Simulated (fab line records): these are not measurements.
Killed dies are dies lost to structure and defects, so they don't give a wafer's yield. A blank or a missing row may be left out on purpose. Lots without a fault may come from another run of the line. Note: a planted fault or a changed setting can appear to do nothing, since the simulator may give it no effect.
Matching of chambers ; flow n5 finfet ; rie diel-06 running N5_BEOL_M10_VIA_ETCH_34: 4 sister chambers
The step etches SiCOH lowk in C4F6/O2, target depth 184.5 nm, time 69.2 s. 8 wafers are shown with their chamber, then 9 later ones without.

## WAFERS, EACH WITH ITS CHAMBER
wafer;chamber;rf vpp V (V);throttle valve pct (%)
L085.1;3;636;20.79
L084.3;0;710;20.52
L084.4;3;636;20.78
L084.5;0;709;20.52
L086.6;1;656;20.97
L090.3;2;669;21.25
L090.5;1;656;20.97
L090.6;2;670;21.27

## WAFERS WITHOUT THEIR CHAMBER
wafer;rf vpp V (V);throttle valve pct (%)
L094.1;637;20.81
L094.2;655;20.97
L094.4;670;21.27
L093.2;668;21.26
L093.4;656;20.97
L093.5;710;20.55
L097.1;669;21.28
L097.2;637;20.81
L097.6;635;20.82

## THE CHAMBER EACH PASSED THROUGH
wafer;from the rows above;in truth
L094.1;3;3
L094.2;1;1
L094.4;2;2
L093.2;2;2
L093.4;1;1
L093.5;0;0
L097.1;2;2
L097.2;3;3
L097.6;3;3
Correctly placed: 9 of 9. Left unplaced by these rows: 0. Number placed wrongly: 0.
How it was worked out, from the rows above alone: a wafer's distance from a chamber is the root of the sum, over the readings, of the square of ((its reading less the chamber's mean) divided by the reading's scatter). The wafer belongs to the nearest chamber; if the next one is less than 2 further off, it can't be placed. A chamber's mean is the mean of its shown wafers. The scatter is the square root of a quotient: the sum, over the shown wafers, of each reading's squared deviation from its chamber's mean, divided by wafers minus chambers.
